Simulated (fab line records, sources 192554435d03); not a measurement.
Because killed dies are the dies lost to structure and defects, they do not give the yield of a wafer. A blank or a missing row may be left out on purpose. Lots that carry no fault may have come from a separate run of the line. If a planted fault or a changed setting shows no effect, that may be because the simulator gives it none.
Comparing a struck lot with a sound one -- flow n5 finfet -- 37 out of 1938 route steps
Sound: the wafers L594.3, L594.6. The struck wafers were L585.1, L585.2, L585.3. At the end, the cause is stated.
Each step with rows lists, per side, the tool, then ch with its chambers, then its first start. Under that, the readings that differ: sound wafers -- struck wafers -- difference of the means -- sigmas: that difference in standard deviations of wafers without a fault.
alike: a reading whose means differ by less than 2 such deviations, as well as words and numbers matching on both sides. not compared: withheld readings; readings where some wafer has no value; bounds like >300 that might hide an equal value; numbers whose values overlap and for which the record gives no deviation.
A row with sigmas, a row that says differs or no value, or rows on one side alone: a step with any of these is where the two part. Numbers that don't overlap but have no deviation are shown without sigmas and don't part them. A reading that every wafer of one side lacks parts them only if that side has two wafers or more.

first, 9 steps without rows for these wafers: N5_BEOL_M1_ANNEAL_95 (time 240 s); N5_BEOL_M1_SPUTTER_96 (material Cu, target thk 4.5 nm, time 8.29 s); N5_BEOL_M1_ECD_50 (material Cu, target thk 300 nm); N5_BEOL_M1_ANNEAL_51 (time 90 s); N5_BEOL_M1_CMP_52 (polishes, stops on SiOC, t overpolish 6.8 s, target thk 40 nm); N5_BEOL_M1_PRE_CLEAN_60 (time 15 s); N5_BEOL_M1_CO_CAP_55 (material Co, precursor CCTBA/H2, target thk 2 nm, time 102.1 s); N5_BEOL_M1_PRE_CLEAN_56 (time 15 s); N5_BEOL_M1_DEP_57 (deposits SiCN from 3MS/NH3, target thk 8 nm, time 14 s).
N5_BEOL_M2_ILD_DEP_00: deposits SiOC from DEMS/O2, target thk 79 nm, time 15.3 s.
  sound on pecvd-02 ch 0, day 11 11:23; struck on pecvd-02 ch 0,1, day 10 01:52
  no value came back on the struck wafers for any of 5 readings (chamber pressure Torr (Torr), heater power outer w (W) and others); on the sound wafers chamber pressure Torr (Torr) reads 5.001 5.004
then, 24 steps without rows for these wafers: N5_BEOL_M2_PECVD_72 (deposits SiO2 from TEOS/O2, target thk 16 nm, time 18 s); N5_BEOL_M2_HM_DEP_02 (deposits TiN, target thk 20 nm); N5_BEOL_M2_COAT_61 (time 60 s, resist thk 60 nm); N5_BEOL_M2_COAT_62 (time 60 s, resist thk 12 nm); N5_BEOL_M2_COAT_73 (time 60 s, resist thk 5 nm); N5_BEOL_M2_COAT_05 (resist thk 30 nm); N5_BEOL_M2_EBR_07; N5_BEOL_M2_SOFTBAKE_06 (time 60 s); N5_BEOL_M2_EXPOSE_08 (exposes mask M2); N5_BEOL_M2_PEB_09 (peb time 60 s); N5_BEOL_M2_DEVELOP_10 (develop time 30 s); N5_BEOL_M2_DESCUM_16 (chemistry O2, time 7 s); N5_BEOL_M2_ETCH_74 (etches underlayer in N2/H2, target depth 6.5 nm, time 5.2 s); N5_BEOL_M2_ETCH_63 (etches SiARC in CF4, target depth 15.6 nm, time 26 s); N5_BEOL_M2_ETCH_64 (etches SOC in N2/H2, target depth 75 nm, overetch 22.5 nm, time 121.9 s); N5_BEOL_M2_STRIP_65 (strips in N2/H2); N5_BEOL_M2_STRIP_75 (strips in N2/H2); N5_BEOL_M2_STRIP_66 (strips in CF4); N5_BEOL_M2_HM_OPEN_17 (chemistry Cl2/BCl3, target TiN, target depth 20 nm, overetch 6 nm); N5_BEOL_M2_STRIP_19 (strips in O2); N5_BEOL_M2_COAT_67 (time 60 s, resist thk 60 nm); N5_BEOL_M2_COAT_68 (time 60 s, resist thk 12 nm); N5_BEOL_M2_COAT_76 (time 60 s, resist thk 5 nm); N5_BEOL_M2_COAT_22 (resist thk 30 nm).
N5_BEOL_M2_OCD_MEAS_38:
  sound on ocd-01, day 12 05:01; struck on ocd-01, day 10 06:53
reading,sound,struck,difference,sigmas
trench depth nm (nm),55.1 57.0,- - -,no value on the struck wafers,
N5_BEOL_M4_RC_MEAS_101:
  the record has rows for the sound wafers here (prober-02 ch 0, day 13 06:39) and none for the struck ones
-- record jumps: 6 days separate the struck wafers' starts on either side; left off in module BEOL_M4, taken up again in module PASSIVATION, whose first shown step is the route's number 1936 --
N5_PASSIVATION_PROBE_49:
  record: rows for the struck wafers here (prober-02, day 15 20:57), none for the sound ones

== WHERE THEY PART ==
Last at N5_PASSIVATION_PROBE_49 as far as this record goes, first at N5_BEOL_M2_ILD_DEP_00.

WHY: what the simulator had put in
At N5_BEOL_M2_ILD_DEP_00, the step was skipped entirely on pecvd-02 from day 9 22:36 on. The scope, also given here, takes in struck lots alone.
